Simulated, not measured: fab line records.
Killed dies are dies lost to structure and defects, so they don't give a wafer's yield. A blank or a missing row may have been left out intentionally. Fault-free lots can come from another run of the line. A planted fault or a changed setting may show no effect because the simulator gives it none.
Matching of chambers	flow n5Finfet	3 sister chambers for N5_BEOL_M5_CO_CAP_78 on cvdCo-02
The step material Co, precursor CCTBA/H2, target thk 2 nm, time 102.1 s. 3 wafers are shown with their chamber, then 6 later ones without.

EACH WAFER AND ITS CHAMBER
wafer	chamber	heaterPowerOuterW (W)
L883.1	1	118
L883.2	0	153
L883.3	2	105

WAFERS WHOSE CHAMBER IS MISSING
wafer	heaterPowerOuterW (W)
L888.2	101
L888.4	152
L888.5	116
L886.2	119
L886.3	118
L886.4	103

THE CHAMBER EACH PASSED THROUGH
wafer	from the rows above	in truth
L888.2	2	2
L888.4	0	0
L888.5	1	1
L886.2	1	1
L886.3	1	1
L886.4	2	2
Correctly placed: 6 of 6. Number that these rows cannot place: 0. Wrongly placed: 0.
How it was worked out, from the rows above alone: a wafer's distance from a chamber is the root of the sum, over the readings, of the square of ((its reading less the chamber's mean) divided by the reading's scatter). If the next closest chamber is less than 2 further off than the closest, the wafer can't be placed; otherwise it belongs to the closest. A chamber's mean is the mean of its shown wafers. The scatter: root of mean squared gap, hidden wafer to nearest shown wafer, with one shown wafer a chamber.
